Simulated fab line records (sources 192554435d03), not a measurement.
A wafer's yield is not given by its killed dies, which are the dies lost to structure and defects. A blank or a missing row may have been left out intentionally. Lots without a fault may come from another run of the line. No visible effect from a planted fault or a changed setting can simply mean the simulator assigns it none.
fab line records	flow n5Finfet
record: lots: 24	wafers: 72	lastDay: 18
route steps=1938 shown BEOL_M2@920 BEOL_M3@947
lots that met no fault: taken from a fault-free run of the same line
startH: hours from the record's first day to the start of the lot's first wafer shown	waitH: time in hours since the lot's previous step	" the same as in the row above	L1.1+2: a single row standing in for several wafers	- either no value or no given start	* or withheld: withheld	< > ~ a bound
route shown NAME@n: NAME is a module with steps in the file, n the number in the route of the first one	usual: mean and standard deviation over wafers with no fault	same: alike in all rows	chamber/n: place in a boat	sites: the reading at each site	_std_site: standard deviation across them	_edge_site: mean of outer sites minus mean of inner sites	radiusMm: how far each site lies from the wafer's centre	mask NAME#n: copy n	behind: tool/chamber where the wafer was last shaped	hold: cause of the lot's hold/its duration in hours/its outcome	device: whichever transistor did not switch (one of n, p or np)	end of line: tests of these same wafers at the route's end	a step without rows: its recipe alone	killed: not the wafer's yield, but the dies lost to structure and defects at the first sort	map: dies across one wafer; x = killed, . = not, _ = none there
set.NAME: the setting that was run; set.NAME@STEP: the one run at that earlier step	model.NAME: the simulator's own value behind a step, which no gauge read
steps of the route over a sample of lots; a table a step, a row a wafer
services: a tool's chamber out of use, with start hour (startH, from the record's first day; less than 0 if before it), hours out, and reason
== steps ==
step: N5_BEOL_M2_SPUTTER_96
recipe: material: Cu	targetThkA: 45	tempC: -20	chamberPressurePa: 0.07	powerW: withheld	timeS: 8.29
usual: susceptorTempC: -20.00/0.12	throttleValvePct: 29.8/0.97
lot.wafer	tool	chamber	startH	waitH	susceptorTempC	throttleValvePct
L074.1	pvdSputter-03	-	144.13	0.1	-20.11	31.4
L074.3	"	-	"	"	-19.99	27.3
L074.4	"	-	"	"	-19.96	30.4
L075.1	pvdSputter-03	-	145.97	0.1	-19.90	31.4
L075.4	"	-	"	"	-20.18	27.2
L075.6	"	-	"	"	-20.13	29.5
L077.3	pvdSputter-03	-	154.88	0.1	-20.05	29.5
L077.5	"	-	"	"	-19.80	31.3
L077.6	"	-	"	"	-19.98	29.3
L076.4	pvdSputter-02	-	156.30	0.0	-20.01	31.7
L076.5	"	-	"	"	-20.11	30.1
L076.6	"	-	"	"	-19.87	29.2
L078.1	pvdSputter-03	-	164.88	0.1	-20.10	27.8
L078.2	"	-	"	"	-19.84	29.4
L078.3	"	-	"	"	-19.89	31.4
L079.2	pvdSputter-01	-	189.68	0.1	-19.93	29.2
L079.4	"	-	"	"	-20.17	30.3
L079.5	"	-	"	"	-20.07	30.6
L080.1	pvdSputter-01	-	199.70	0.1	-19.95	28.9
L080.4	"	-	"	"	-20.27	30.0
L080.5	"	-	"	"	-20.19	30.2
L082.1	pvdSputter-02	-	202.29	0.1	-20.12	30.3
L082.3	"	-	"	"	-20.00	31.6
L082.4	"	-	"	"	-19.94	29.3
L081.1	pvdSputter-01	-	203.48	0.1	-20.06	28.8
L081.2	"	-	"	"	-19.98	30.3
L081.6	"	-	"	"	-19.98	30.5
L083.3	pvdSputter-02	-	207.31	0.1	-19.95	29.8
L083.5	"	-	"	"	-19.99	29.0
L083.6	"	-	"	"	-19.83	29.3
L084.1	pvdSputter-03	-	212.85	0.1	-19.85	30.5
L084.2	"	-	"	"	-19.85	31.4
L084.5	"	-	"	"	-19.91	27.3
L086.3	pvdSputter-02	-	218.97	0.1	-19.90	29.0
L086.4	"	-	"	"	-19.99	30.0
L086.6	"	-	"	"	-19.92	29.1
L085.2	pvdSputter-02	-	220.81	0.1	-19.83	29.3
L085.4	"	-	"	"	-19.76	30.0
L085.6	"	-	"	"	-19.83	29.1
L088.2	pvdSputter-01	-	231.65	0.1	-19.80	30.4
L088.4	"	-	"	"	-20.16	28.9
L088.6	"	-	"	"	-20.02	28.9
L087.2	pvdSputter-02	-	234.07	0.1	-19.97	29.7
L087.4	"	-	"	"	-20.06	29.2
L087.6	"	-	"	"	-19.73	29.7
L089.1	pvdSputter-01	-	236.78	0.1	-20.06	30.5
L089.3	"	-	"	"	-19.92	28.8
L089.6	"	-	"	"	-20.05	30.7
L090.2	pvdSputter-01	-	243.41	0.1	-19.92	28.8
L090.3	"	-	"	"	-20.06	29.1
L090.5	"	-	"	"	-20.19	29.3
L091.3	pvdSputter-01	-	245.25	0.1	-20.00	29.1
L091.4	"	-	"	"	-20.16	30.6
L091.6	"	-	"	"	-20.07	30.6
L092.2	pvdSputter-01	-	251.23	0.1	-20.30	29.1
L092.3	"	-	"	"	-20.07	30.3
L092.5	"	-	"	"	-20.04	28.9
L093.2	pvdSputter-01	-	264.58	0.1	-20.11	29.0
L093.5	"	-	"	"	-19.96	30.4
L093.6	"	-	"	"	-19.90	30.2
L094.2	pvdSputter-01	-	277.50	0.1	-19.97	29.2
L094.4	"	-	"	"	-20.20	29.0
L094.5	"	-	"	"	-19.94	29.4
L095.1	pvdSputter-01	-	285.62	0.1	-20.12	30.1
L095.2	"	-	"	"	-20.00	29.0
L095.3	"	-	"	"	-20.05	30.5
L097.1	pvdSputter-01	-	291.25	0.1	-19.91	30.1
L097.3	"	-	"	"	-20.00	30.3
L097.4	"	-	"	"	-19.99	29.1
L096.3	pvdSputter-02	-	291.61	0.1	-20.00	29.4
L096.5	"	-	"	"	-20.05	30.1
L096.6	"	-	"	"	-19.99	31.7
step: N5_BEOL_M2_ANNEAL_51
recipe: tempC: 225	timeS: 90	ambient: N2
usual: annealTempC: 225.00/0.18	wafer_temp_C_max: 225.73/0.23
lot.wafer	tool	chamber	startH	waitH	annealTempC	wafer_temp_C_max
L074.1	rtpAnneal-02	0	144.32	0.1	225.13	225.70
L074.3	"	0	"	"	224.85	225.55
L074.4	"	0	"	"	225.12	225.89
L075.1	rtpAnneal-01	0	146.35	0.2	224.89	225.37
L075.4	"	0	"	"	224.95	225.66
L075.6	"	0	"	"	224.83	225.28
L077.3	rtpAnneal-02	0	155.18	0.1	224.89	225.74
L077.5	"	0	"	"	224.93	225.53
L077.6	"	0	"	"	225.03	225.60
L076.4	rtpAnneal-02	0	156.60	0.2	225.12	225.68
L076.5	"	0	"	"	225.29	225.44
L076.6	"	0	"	"	225.13	225.49
L078.1	rtpAnneal-01	0	165.08	0.1	224.99	225.61
L078.2	"	0	"	"	224.80	225.47
L078.3	"	0	"	"	225.16	225.47
L079.2	rtpAnneal-02	0	189.92	0.1	225.08	225.63
L079.4	"	0	"	"	225.28	225.71
L079.5	"	0	"	"	225.22	225.87
L080.1	rtpAnneal-02	0	199.90	0.1	225.23	225.97
L080.4	"	0	"	"	225.11	225.57
L080.5	"	0	"	"	225.18	225.78
L082.1	rtpAnneal-01	0	202.49	0.1	224.91	225.96
L082.3	"	0	"	"	224.80	225.73
L082.4	"	0	"	"	224.86	225.95
L081.1	rtpAnneal-02	0	203.76	0.1	225.10	225.59
L081.2	"	0	"	"	225.22	226.18
L081.6	"	0	"	"	224.97	226.05
L083.3	rtpAnneal-02	0	207.62	0.1	225.09	226.22
L083.5	"	0	"	"	224.95	225.86
L083.6	"	0	"	"	224.82	225.78
L084.1	rtpAnneal-01	0	213.24	0.3	225.22	225.59
L084.2	"	0	"	"	225.09	225.16
L084.5	"	0	"	"	225.25	225.47
L086.3	rtpAnneal-02	0	219.26	0.1	224.77	225.85
L086.4	"	0	"	"	224.98	225.76
L086.6	"	0	"	"	225.02	225.73
L085.2	rtpAnneal-01	0	221.06	0.1	224.87	225.47
L085.4	"	0	"	"	225.11	225.60
L085.6	"	0	"	"	224.99	225.41
L088.2	rtpAnneal-02	0	231.89	0.1	225.34	225.64
L088.4	"	0	"	"	225.47	225.79
L088.6	"	0	"	"	225.47	225.81
L087.2	rtpAnneal-01	0	234.32	0.1	225.09	225.73
L087.4	"	0	"	"	224.89	225.48
L087.6	"	0	"	"	225.00	225.52
L089.1	rtpAnneal-02	0	237.05	0.1	224.79	225.80
L089.3	"	0	"	"	225.01	225.62
L089.6	"	0	"	"	224.82	226.09
L090.2	rtpAnneal-01	0	243.65	0.1	224.94	225.71
L090.3	"	0	"	"	225.08	226.06
L090.5	"	0	"	"	224.97	225.96
L091.3	rtpAnneal-01	0	245.53	0.1	224.91	225.77
L091.4	"	0	"	"	224.86	226.12
L091.6	"	0	"	"	224.88	226.10
L092.2	rtpAnneal-02	0	251.47	0.1	224.99	225.74
L092.3	"	0	"	"	224.93	225.91
L092.5	"	0	"	"	224.92	225.97
L093.2	rtpAnneal-02	0	264.86	0.2	225.02	225.82
L093.5	"	0	"	"	224.68	226.10
L093.6	"	0	"	"	224.90	226.15
L094.2	rtpAnneal-01	0	277.74	0.1	225.03	225.71
L094.4	"	0	"	"	224.86	225.54
L094.5	"	0	"	"	224.92	225.74
L095.1	rtpAnneal-01	0	285.90	0.2	225.10	225.85
L095.2	"	0	"	"	224.84	225.35
L095.3	"	0	"	"	224.81	225.40
L097.1	rtpAnneal-02	0	291.46	0.1	225.21	225.88
L097.3	"	0	"	"	225.09	225.77
L097.4	"	0	"	"	225.02	225.89
L096.3	rtpAnneal-01	0	292.13	0.4	224.45	225.86
L096.5	"	0	"	"	224.79	225.71
L096.6	"	0	"	"	224.78	225.85
step: N5_BEOL_M3_DESCUM_16
recipe: chemistry: O2	timeS: 7	sourcePowerW: 50	biasPowerW: 20	pressureMtorr: 20	rfFrequencyHz: 2.712e+07	tempC: 40	resist: CAR-EUV	o2FlowSccm: 225
usual: biasPowerW: 20.01/0.061	drypumpMotorCurrentA: 5.9/0.55	oesProductAu: 0.78/0.1	rfVppV: 243.3/1.3	showerheadPlenumPTorr: 2.11/0.059	throttleValvePct: 20.40/0.25
lot.wafer	tool	chamber	startH	waitH	biasPowerW	drypumpMotorCurrentA	oesProductAu	rfHoursCounterH	rfVppV	showerheadPlenumPTorr	throttleValvePct
L074.1	rieDiel-05	3	146.24	0.0	20.08	5.8	0.72	159	243.3	2.16	20.59
L074.3	"	0	"	"	20.11	6.6	0.77	142	241.5	2.03	20.19
L074.4	"	2	"	"	20.01	6.6	0.77	145	243.3	2.12	20.59
L075.1	rieDiel-05	1	148.95	0.0	19.91	5.3	0.71	236	245.6	2.15	20.52
L075.4	"	3	"	"	19.97	5.8	0.73	159	245.4	2.16	20.60
L075.6	"	2	"	"	20.02	6.6	0.77	-	244.0	2.12	20.58
L077.3	rieDiel-03	1	158.39	0.0	20.01	5.3	0.75	170	243.6	2.09	20.88
L077.5	"	0	"	"	19.92	5.9	1.00	-	242.7	2.03	20.27
L077.6	"	3	"	"	20.03	4.8	0.74	-	245.1	2.18	20.48
L076.4	rieDiel-02	1	159.20	0.0	20.16	6.3	0.84	57	243.9	2.14	20.13
L076.5	"	2	"	"	19.93	5.9	0.71	-	241.9	1.98	20.33
L076.6	"	3	"	"	20.02	6.2	0.67	-	243.6	2.18	20.55
L078.1	rieDiel-05	3	167.68	0.6	20.15	5.8	0.72	166	244.7	2.15	20.59
L078.2	"	0	"	"	20.08	6.6	0.77	150	242.0	2.03	20.20
L078.3	"	1	"	"	19.91	5.3	0.70	243	244.6	2.15	20.53
L079.2	rieDiel-02	2	192.65	0.5	20.09	5.9	0.70	242	241.3	1.98	20.34
L079.4	"	1	"	"	20.05	6.3	0.84	-	244.7	2.14	20.15
L079.5	"	0	"	"	19.92	5.2	0.70	-	244.0	2.11	20.14
L080.1	rieDiel-05	0	203.17	0.0	20.02	6.6	0.76	160	240.9	2.03	20.20
L080.4	"	2	"	"	20.05	6.6	0.75	-	242.2	2.11	20.63
L080.5	"	3	"	"	20.03	5.9	0.70	-	244.8	2.15	20.62
L082.1	rieDiel-05	2	204.43	0.0	19.97	6.6	0.74	164	242.8	2.11	20.62
L082.3	"	0	"	"	20.02	6.6	0.75	160	239.8	2.03	20.25
L082.4	"	2	"	"	19.96	6.6	0.75	-	242.4	2.11	20.60
L081.1	rieDiel-05	0	206.14	0.1	20.04	6.6	0.76	161	240.5	2.03	20.22
L081.2	"	2	"	"	19.98	6.6	0.75	164	242.2	2.11	20.62
L081.6	"	3	"	"	20.08	5.9	0.71	-	244.3	2.15	20.62
L083.3	rieDiel-02	0	210.17	0.0	19.97	5.2	0.69	238	243.4	2.11	20.18
L083.5	"	0	"	"	19.99	5.2	0.69	-	244.7	2.11	20.18
L083.6	"	1	"	"	19.93	6.3	0.82	-	242.3	2.14	20.14
L084.1	rieDiel-05	0	216.36	0.0	20.09	6.6	0.75	165	241.1	2.02	20.23
L084.2	"	2	"	"	19.94	6.6	0.75	169	242.3	2.11	20.62
L084.5	"	2	"	"	19.93	6.6	0.75	-	243.5	2.11	20.63
L086.3	rieDiel-03	1	221.57	0.0	20.09	5.3	0.72	192	243.5	2.09	20.95
L086.4	"	3	"	"	20.03	4.9	0.72	187	244.4	2.17	20.52
L086.6	"	1	"	"	19.98	5.4	0.73	-	243.7	2.09	20.94
L085.2	rieDiel-03	2	224.39	0.2	20.04	6.0	0.96	17	244.9	2.12	20.27
L085.4	"	1	"	"	19.96	5.4	0.72	193	243.8	2.09	20.94
L085.6	"	0	"	"	20.01	5.9	0.92	-	241.6	2.02	20.31
L088.2	rieDiel-05	0	235.18	0.2	20.08	6.6	0.74	171	240.9	2.02	20.24
L088.4	"	1	"	"	19.95	5.3	0.98	5	242.8	2.14	20.33
L088.6	"	1	"	"	20.00	5.3	0.98	-	243.8	2.14	20.33
L087.2	rieDiel-02	1	238.23	0.0	20.06	6.3	0.81	82	243.3	2.13	20.17
L087.4	"	0	"	"	19.95	5.2	0.68	246	243.5	2.11	20.18
L087.6	"	1	"	"	20.00	6.3	0.81	-	242.4	2.13	20.17
L089.1	rieDiel-02	3	239.44	0.2	20.06	6.3	0.66	243	243.8	2.17	20.61
L089.3	"	1	"	"	20.00	6.3	0.81	82	242.4	2.13	20.15
L089.6	"	1	"	"	19.99	6.3	0.81	-	242.4	2.13	20.16
L090.2	rieDiel-02	0	246.10	0.3	20.00	5.2	0.68	248	243.5	2.11	20.18
L090.3	"	1	"	"	19.94	6.3	0.81	84	244.0	2.13	20.17
L090.5	"	2	"	"	19.98	5.9	0.95	-	245.9	2.24	20.05
L091.3	rieDiel-05	0	249.16	0.0	19.97	6.6	0.74	174	242.0	2.02	20.25
L091.4	"	1	"	"	20.09	5.3	0.97	9	244.2	2.14	20.33
L091.6	"	1	"	"	19.92	5.4	0.96	-	243.0	2.14	20.34
L092.2	rieDiel-03	2	254.37	0.3	19.96	5.9	0.93	27	242.7	2.12	20.29
L092.3	"	1	"	"	20.07	5.4	0.72	202	243.8	2.08	20.96
L092.5	"	3	"	"	19.98	4.8	0.70	-	244.1	2.17	20.55
L093.2	rieDiel-02	2	267.07	0.0	19.99	5.9	0.91	10	245.4	2.23	20.05
L093.5	"	2	"	"	19.98	5.9	0.91	-	244.2	2.23	20.05
L093.6	"	3	"	"	19.94	6.2	0.66	-	244.3	2.17	20.62
L094.2	rieDiel-03	2	279.63	0.0	19.99	6.0	0.93	34	243.7	2.12	20.31
L094.4	"	0	"	"	19.95	5.9	0.90	43	242.1	2.02	20.32
L094.5	"	1	"	"	20.05	5.3	0.71	-	242.2	2.08	20.97
L095.1	rieDiel-05	2	288.59	0.5	19.99	6.6	0.73	187	243.1	2.10	20.64
L095.2	"	1	"	"	19.99	5.3	0.94	19	243.6	2.14	20.34
L095.3	"	3	"	"	20.02	5.8	0.69	200	244.1	2.14	20.66
L097.1	rieDiel-02	0	294.02	0.1	19.92	5.2	0.97	4	245.2	2.11	19.99
L097.3	"	0	"	"	19.98	5.2	0.98	-	244.7	2.11	20.00
L097.4	"	0	"	"	20.03	5.2	0.97	-	244.6	2.11	19.99
L096.3	rieDiel-03	2	294.11	0.1	19.88	6.0	0.91	39	243.4	2.11	20.31
L096.5	"	3	"	"	20.10	4.8	0.71	-	245.0	2.17	20.56
L096.6	"	2	"	"	19.94	6.0	0.92	-	244.5	2.11	20.32
step: N5_BEOL_M3_HM_OPEN_17
recipe: chemistry: Cl2/BCl3	targetDepthA: 200	overetchA: 60	target: TiN	maskMaterial: SOC	ionEnergyEv: 150	pressureMtorr: 10	icpW: 1000	biasW: 126	Cl2_flow_sccm: 53.25	bcl3FlowSccm: 21.75	Ar_flow_sccm: 25
usual: drypumpMotorCurrentA: 5.8/0.47	oesProductAu: 0.66/0.091	throttleValvePct: 22.10/0.3
lot.wafer	tool	chamber	startH	waitH	drypumpMotorCurrentA	oesProductAu	rfHoursCounterH	throttleValvePct
L074.1	rieMetal-03	0	146.49	0.0	5.5	0.63	53	22.60
L074.3	"	0	"	"	5.6	0.64	-	22.59
L074.4	"	1	"	"	5.8	0.70	-	22.16
L075.1	rieMetal-01	0	149.19	0.0	5.8	0.65	48	21.60
L075.4	"	0	"	"	5.8	0.64	-	21.61
L075.6	"	0	"	"	5.8	0.66	-	21.58
L077.3	rieMetal-01	0	158.67	0.1	5.8	0.66	-	21.59
L077.5	"	0	"	"	5.8	0.66	-	21.57
L077.6	"	1	"	"	5.4	0.49	-	22.37
L076.4	rieMetal-03	1	159.57	0.2	5.9	0.70	-	22.16
L076.5	"	1	"	"	5.9	0.69	-	22.18
L076.6	"	1	"	"	5.9	0.68	-	22.17
L078.1	rieMetal-02	0	167.93	0.0	6.6	0.75	17	22.06
L078.2	"	1	"	"	5.4	0.56	100	22.24
L078.3	"	1	"	"	5.4	0.56	-	22.24
L079.2	rieMetal-01	0	192.93	0.1	5.9	0.64	-	21.62
L079.4	"	0	"	"	5.8	0.63	-	21.61
L079.5	"	0	"	"	5.9	0.64	-	21.62
L080.1	rieMetal-02	0	203.41	0.0	6.6	0.74	20	22.08
L080.4	"	1	"	"	5.4	0.56	-	22.24
L080.5	"	0	"	"	6.6	0.74	-	22.06
L082.1	rieMetal-01	1	204.68	0.0	5.4	0.83	1	21.93
L082.3	"	1	"	"	5.3	0.83	-	21.93
L082.4	"	0	"	"	5.8	0.63	-	21.65
L081.1	rieMetal-02	0	206.39	0.0	6.7	0.73	20	22.09
L081.2	"	1	"	"	5.4	0.55	103	22.25
L081.6	"	1	"	"	5.4	0.54	-	22.25
L083.3	rieMetal-01	1	210.45	0.1	5.3	0.84	-	21.89
L083.5	"	1	"	"	5.4	0.84	-	21.90
L083.6	"	0	"	"	5.8	0.64	-	21.61
L084.1	rieMetal-01	1	216.60	0.0	5.4	0.84	2	21.93
L084.2	"	0	"	"	5.9	0.64	55	21.62
L084.5	"	1	"	"	5.4	0.84	-	21.92
L086.3	rieMetal-02	1	221.85	0.1	5.4	0.56	-	22.25
L086.4	"	0	"	"	6.6	0.72	-	22.09
L086.6	"	1	"	"	5.4	0.54	-	22.28
L085.2	rieMetal-02	1	224.64	0.0	5.4	0.55	107	22.25
L085.4	"	0	"	"	6.6	0.73	-	22.08
L085.6	"	1	"	"	5.4	0.54	-	22.28
L088.2	rieMetal-01	1	235.43	0.0	5.4	0.84	3	21.88
L088.4	"	0	"	"	5.8	0.64	-	21.62
L088.6	"	1	"	"	5.3	0.84	-	21.90
L087.2	rieMetal-03	0	238.47	0.0	5.5	0.61	59	22.64
L087.4	"	1	"	"	5.9	0.67	-	22.18
L087.6	"	1	"	"	5.9	0.67	-	22.21
L089.1	rieMetal-02	1	239.69	0.0	5.4	0.54	108	22.26
L089.3	"	1	"	"	5.4	0.54	-	22.26
L089.6	"	0	"	"	6.6	0.72	-	22.09
L090.2	rieMetal-03	0	246.35	0.0	5.5	0.61	60	22.62
L090.3	"	1	"	"	5.9	0.68	-	22.18
L090.5	"	1	"	"	5.9	0.66	-	22.20
L091.3	rieMetal-03	1	249.44	0.1	5.9	0.68	-	22.17
L091.4	"	0	"	"	5.6	0.64	-	22.60
L091.6	"	1	"	"	5.9	0.68	-	22.16
L092.2	rieMetal-02	0	254.61	0.0	6.7	0.72	27	22.09
L092.3	"	1	"	"	5.4	0.55	-	22.25
L092.5	"	0	"	"	6.7	0.71	-	22.10
L093.2	rieMetal-02	0	267.32	0.0	6.7	0.72	28	22.10
L093.5	"	1	"	"	5.4	0.54	-	22.27
L093.6	"	0	"	"	6.7	0.72	-	22.08
L094.2	rieMetal-01	0	279.87	0.0	5.9	0.62	61	21.62
L094.4	"	0	"	"	5.8	0.63	-	21.59
L094.5	"	0	"	"	5.8	0.62	-	21.59
L095.1	rieMetal-02	1	288.83	0.0	5.4	0.54	112	22.29
L095.2	"	0	"	"	6.6	0.70	29	22.11
L095.3	"	1	"	"	5.4	0.53	-	22.30
L096.3	rieMetal-02	1	294.39	0.1	5.4	0.54	-	22.28
L096.5	"	0	"	"	6.7	0.70	-	22.11
L096.6	"	1	"	"	5.4	0.54	-	22.27
L097.1	rieMetal-03	1	294.72	0.1	5.9	0.67	42	22.18
L097.3	"	1	"	"	5.9	0.67	-	22.18
L097.4	"	0	"	"	5.5	0.61	-	22.64
step: N5_BEOL_M3_ALD_98
recipe: material: SiO2	targetThkA: 25	tempC: 100	aldPrecursorFamily: BDEAS	aldCoReactant: O2-plasma	pulseTimeS: 1	coReactantPulseTimeS: 1	purgeTimeS: 2	coReactantPurgeTimeS: 2	aldCycles: 17	pressureTorr: 2
usual: heaterPowerW: 80/7.8	precursorPulseHeightRel: 0.999/0.021	susceptorTempC: 100.02/0.14
lot.wafer	tool	chamber	startH	waitH	heaterPowerW	precursorPulseHeightRel	susceptorTempC
L074.1	aldSin-02	0	147.42	0.2	88	1.016	99.83
L074.3	"	1	"	"	87	0.981	99.72
L074.4	"	2	"	"	68	0.963	100.08
L075.1	aldSin-02	0	150.06	0.1	91	0.982	99.78
L075.4	"	1	"	"	84	1.018	100.14
L075.6	"	3	"	"	93	1.005	100.04
L077.3	aldSin-04	2	159.91	0.1	86	1.002	100.10
L077.5	"	3	"	"	73	1.013	100.02
L077.6	"	2	"	"	89	1.039	100.28
L076.4	aldSin-04	3	160.55	0.1	72	0.981	100.00
L076.5	"	2	"	"	85	1.010	99.97
L076.6	"	1	"	"	78	1.030	99.96
L078.1	aldSin-02	2	168.85	0.1	66	0.976	100.39
L078.2	"	1	"	"	84	1.027	99.83
L078.3	"	3	"	"	90	0.990	99.96
L079.2	aldSin-02	3	194.06	0.1	95	1.002	100.15
L079.4	"	2	"	"	66	0.987	99.93
L079.5	"	1	"	"	83	0.982	100.10
L080.1	aldSin-01	3	204.34	0.1	78	0.973	100.18
L080.4	"	1	"	"	78	1.005	100.10
L080.5	"	2	"	"	79	0.970	100.04
L082.1	aldSin-04	1	205.56	0.1	77	0.981	100.09
L082.3	"	3	"	"	74	1.014	100.01
L082.4	"	2	"	"	85	1.011	100.08
L081.1	aldSin-01	0	207.45	0.1	75	0.990	99.77
L081.2	"	3	"	"	75	0.972	100.05
L081.6	"	3	"	"	76	0.989	99.89
L083.3	aldSin-01	1	211.41	0.1	77	1.007	100.00
L083.5	"	3	"	"	75	0.999	100.28
L083.6	"	2	"	"	80	1.012	100.08
L084.1	aldSin-02	0	217.75	0.1	97	0.988	99.93
L084.2	"	3	"	"	90	0.954	100.09
L084.5	"	3	"	"	95	1.007	99.77
L086.3	aldSin-04	2	222.58	0.1	86	0.987	100.14
L086.4	"	1	"	"	78	0.980	100.07
L086.6	"	3	"	"	72	1.002	99.89
L085.2	aldSin-04	3	225.40	0.1	72	1.016	100.03
L085.4	"	2	"	"	85	0.994	100.19
L085.6	"	1	"	"	77	1.042	100.18
L088.2	aldSin-01	3	236.31	0.1	76	1.009	99.74
L088.4	"	2	"	"	80	0.996	99.93
L088.6	"	0	"	"	76	1.033	100.00
L087.2	aldSin-01	1	239.23	0.1	79	1.047	100.14
L087.4	"	3	"	"	76	0.986	100.06
L087.6	"	0	"	"	75	0.970	100.05
L089.1	aldSin-04	0	240.96	0.4	74	1.002	100.00
L089.3	"	1	"	"	77	0.986	100.24
L089.6	"	2	"	"	86	1.001	100.02
L090.2	aldSin-02	2	247.75	0.5	68	0.972	100.01
L090.3	"	1	"	"	82	1.005	100.23
L090.5	"	0	"	"	91	0.978	99.95
L091.3	aldSin-04	3	250.29	0.1	72	1.021	100.11
L091.4	"	1	"	"	78	0.975	100.10
L091.6	"	1	"	"	76	1.000	100.15
L092.2	aldSin-01	0	255.50	0.1	74	0.986	100.07
L092.3	"	2	"	"	77	1.009	100.09
L092.5	"	0	"	"	77	0.999	100.23
L093.2	aldSin-01	3	268.15	0.1	76	0.982	99.92
L093.5	"	2	"	"	77	0.980	99.88
L093.6	"	3	"	"	75	1.031	100.12
L094.2	aldSin-02	3	281.15	0.5	97	0.981	100.26
L094.4	"	0	"	"	96	0.974	100.02
L094.5	"	2	"	"	67	0.992	100.12
L095.1	aldSin-01	2	290.50	0.2	82	0.977	100.15
L095.2	"	3	"	"	79	0.991	99.75
L095.3	"	0	"	"	72	0.999	99.93
L096.3	aldSin-02	1	295.28	0.1	82	1.008	99.89
L096.5	"	3	"	"	91	0.998	99.83
L096.6	"	0	"	"	94	1.020	99.96
L097.1	aldSin-02	3	295.48	0.1	92	1.006	99.91
L097.3	"	1	"	"	81	1.004	99.92
L097.4	"	2	"	"	70	1.013	99.84
step: N5_BEOL_M3_PRE_CLEAN_45
recipe: gas: H2/He	timeS: 30	tempC: 250
usual: heaterPowerW: 331/24	susceptorTempC: 249.99/0.18
lot.wafer	tool	chamber	startH	waitH	heaterPowerW	susceptorTempC
L074.1	pvdSputter-01	-	148.72	0.0	321	249.78
L074.3	"	-	"	"	315	250.21
L074.4	"	-	"	"	374	250.19
L075.1	pvdSputter-01	-	154.60	0.0	376	249.87
L075.4	"	-	"	"	318	249.97
L075.6	"	-	"	"	319	250.13
L077.3	pvdSputter-02	-	162.97	0.0	314	249.80
L077.5	"	-	"	"	318	250.29
L077.6	"	-	"	"	322	249.99
L076.4	pvdSputter-01	-	168.65	0.0	316	249.71
L076.5	"	-	"	"	313	250.00
L076.6	"	-	"	"	313	249.87
L078.1	pvdSputter-02	-	185.38	0.0	321	250.53
L078.2	"	-	"	"	351	249.98
L078.3	"	-	"	"	338	250.04
L079.2	pvdSputter-03	-	199.79	0.0	322	249.97
L079.4	"	-	"	"	315	250.00
L079.5	"	-	"	"	334	250.06
L080.1	pvdSputter-03	-	206.39	0.0	316	250.09
L080.4	"	-	"	"	379	249.84
L080.5	"	-	"	"	368	249.74
L081.1	pvdSputter-03	-	210.15	0.0	381	249.92
L081.2	"	-	"	"	335	250.01
L081.6	"	-	"	"	374	250.03
L082.1	pvdSputter-02	-	210.79	0.0	349	250.01
L082.3	"	-	"	"	313	250.02
L082.4	"	-	"	"	324	249.69
L083.3	pvdSputter-02	-	216.78	0.0	346	250.27
L083.5	"	-	"	"	322	249.93
L083.6	"	-	"	"	311	249.82
L084.1	pvdSputter-03	-	221.06	0.0	322	249.62
L084.2	"	-	"	"	317	250.29
L084.5	"	-	"	"	379	250.10
L086.3	pvdSputter-01	-	223.96	0.0	375	249.82
L086.4	"	-	"	"	313	249.87
L086.6	"	-	"	"	330	250.23
L085.2	pvdSputter-01	-	227.21	0.0	322	249.90
L085.4	"	-	"	"	305	249.80
L085.6	"	-	"	"	302	249.81
L088.2	pvdSputter-02	-	239.31	0.0	348	249.76
L088.4	"	-	"	"	332	250.17
L088.6	"	-	"	"	310	250.10
L087.2	pvdSputter-01	-	245.79	0.0	373	250.14
L087.4	"	-	"	"	308	250.07
L087.6	"	-	"	"	310	249.95
L090.2	pvdSputter-02	-	254.15	0.0	318	249.96
L090.3	"	-	"	"	333	250.09
L090.5	"	-	"	"	320	250.18
L089.1	pvdSputter-02	-	262.13	0.0	315	250.07
L089.3	"	-	"	"	329	250.10
L089.6	"	-	"	"	319	250.22
L091.3	pvdSputter-02	-	267.38	0.0	322	249.98
L091.4	"	-	"	"	336	250.09
L091.6	"	-	"	"	317	249.88
L092.2	pvdSputter-01	-	269.76	0.0	310	250.13
L092.3	"	-	"	"	323	250.24
L092.5	"	-	"	"	325	250.15
L093.2	pvdSputter-02	-	269.98	0.0	327	249.96
L093.5	"	-	"	"	331	249.77
L093.6	"	-	"	"	349	249.93
L094.2	pvdSputter-03	-	286.14	0.0	299	249.96
L094.4	"	-	"	"	312	250.07
L094.5	"	-	"	"	330	250.03
L096.3	pvdSputter-01	-	297.61	0.0	331	249.86
L096.5	"	-	"	"	326	250.08
L096.6	"	-	"	"	371	249.93
L095.1	pvdSputter-01	-	297.69	0.0	333	249.88
L095.2	"	-	"	"	309	249.58
L095.3	"	-	"	"	306	250.24
L097.1	pvdSputter-01	-	303.19	0.0	310	249.96
L097.3	"	-	"	"	327	249.88
L097.4	"	-	"	"	365	250.12
== services ==
tool	chamber	startH	hours	kind
rieDiel-05	3	120.53	12.2	repair
rieMetal-03	-	128.12	14.6	pm
rieDiel-05	0	130.14	5.3	repair
aldSin-02	2	130.82	3.4	repair
pvdSputter-03	-	137.19	0.5	repair
rieMetal-01	-	144.80	0.9	repair
rieDiel-02	-	145.77	0.3	repair
aldSin-04	0	151.87	11.8	repair
rieMetal-03	0	152.94	18.0	repair
rieMetal-02	-	155.30	1.4	pm
pvdSputter-01	-	172.98	11.1	repair
aldSin-02	-	177.38	14.0	pm
aldSin-02	0	177.38	14.0	ventCycle
rieDiel-05	1	196.49	-	clean
rieDiel-05	1	196.49	-	consumableReplace:focusRing
rieDiel-05	1	196.49	20.2	scheduledDown
rieDiel-05	1	196.49	20.2	ventCycle
aldSin-02	1	203.12	14.9	repair
rieMetal-01	-	226.93	6.8	repair
rtpAnneal-02	-	235.34	1.0	pm
aldSin-01	-	268.25	14.0	pm
aldSin-04	2	288.49	3.7	repair
aldSin-04	0	294.44	5.8	repair
rieDiel-03	1	298.81	7.3	repair
== key ==
fault none
